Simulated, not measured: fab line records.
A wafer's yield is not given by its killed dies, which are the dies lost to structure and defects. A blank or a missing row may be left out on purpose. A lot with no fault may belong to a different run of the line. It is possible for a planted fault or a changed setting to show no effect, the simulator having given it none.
Chamber matching ; flow n5_finfet ; N5_BEOL_M1_ILD_DEP_00 on pecvd-02 has 3 sister chambers
The step deposits SiOC from DEMS/O2, target thk 79 nm, time 15.3 s. 3 wafers are shown with their chamber, then 7 later ones without.

== EACH WAFER AND ITS CHAMBER ==
wafer;chamber;showerhead_vpp_V (V)
L084.1;0;1513
L087.1;2;1348
L087.3;1;1373

== WAFERS WITH NO CHAMBER GIVEN ==
wafer;showerhead_vpp_V (V)
L087.5;1319
L089.2;1504
L089.3;1345
L089.4;1376
L091.3;1338
L091.4;1372
L091.5;1518

== WHICH CHAMBER EACH ONE RAN IN ==
wafer;from the rows above;in truth
L087.5;2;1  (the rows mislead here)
L089.2;0;0
L089.3;2;2
L089.4;1;1
L091.3;2;2
L091.4;can't be placed: 1 or 2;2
L091.5;0;0
Correctly placed: 5 of 7. Cannot be placed on the basis of these rows: 1; the candidates contain the true chamber in 1. Number placed wrongly: 1.
How it was worked out, from the rows above alone: a wafer's distance from a chamber is the root of the sum, over the readings, of the square of ((its reading less the chamber's mean) divided by the reading's scatter). The wafer belongs to the nearest chamber; if the next one is less than 2 further off, it can't be placed. For every chamber, the mean is computed from those of its wafers that are shown. The scatter: with one shown wafer a chamber, the root of the mean of the squares of how far each hidden wafer lies from its nearest shown one.
